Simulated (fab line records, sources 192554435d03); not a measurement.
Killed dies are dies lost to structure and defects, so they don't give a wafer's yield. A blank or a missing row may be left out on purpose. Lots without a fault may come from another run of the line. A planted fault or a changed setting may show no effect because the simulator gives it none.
Chamber matching | flow n5_finfet | N5_BEOL_M12_ILD_DEP_00 on pecvd-02: 3 sister chambers
The step deposits SiOC from DEMS/O2, target thk 658.92 nm, time 130.7 s. 3 wafers are shown with their chamber, then 7 later ones without.

WAFERS WITH THEIR CHAMBER
wafer  | chamber | throttle_valve_pct (%)
L088.3 | 0       | 11.8
L091.1 | 1       | 13.0
L091.3 | 2       | 11.7

WAFERS WITHOUT THEIR CHAMBER
wafer  | throttle_valve_pct (%)
L091.6 | 12.7
L095.1 | 12.0
L095.2 | 12.7
L095.4 | 12.6
L096.4 | 13.0
L096.5 | 11.8
L096.6 | 11.8

WHICH CHAMBER EACH WENT THROUGH
wafer  | from the rows above     | in truth
L091.6 | 1                       | 1
L095.1 | can't be placed: 0 or 2 | 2
L095.2 | 1                       | 1
L095.4 | can't be placed: 1 or 0 | 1
L096.4 | 1                       | 1
L096.5 | can't be placed: 0 or 2 | 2
L096.6 | can't be placed: 0 or 2 | 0
Placed correctly: 3 of 7. Can't be placed from these rows: 4 (the true chamber is among the candidates in 4). Placed wrongly: 0.
How it was worked out, from the rows above alone: a wafer's distance from a chamber is the root of the sum, over the readings, of the square of ((its reading less the chamber's mean) divided by the reading's scatter). The wafer belongs to the nearest chamber; if the next one is less than 2 further off, it can't be placed. A chamber's mean is the mean of its shown wafers. The scatter: with one shown wafer a chamber, the root of the mean of the squares of how far each hidden wafer lies from its nearest shown one.
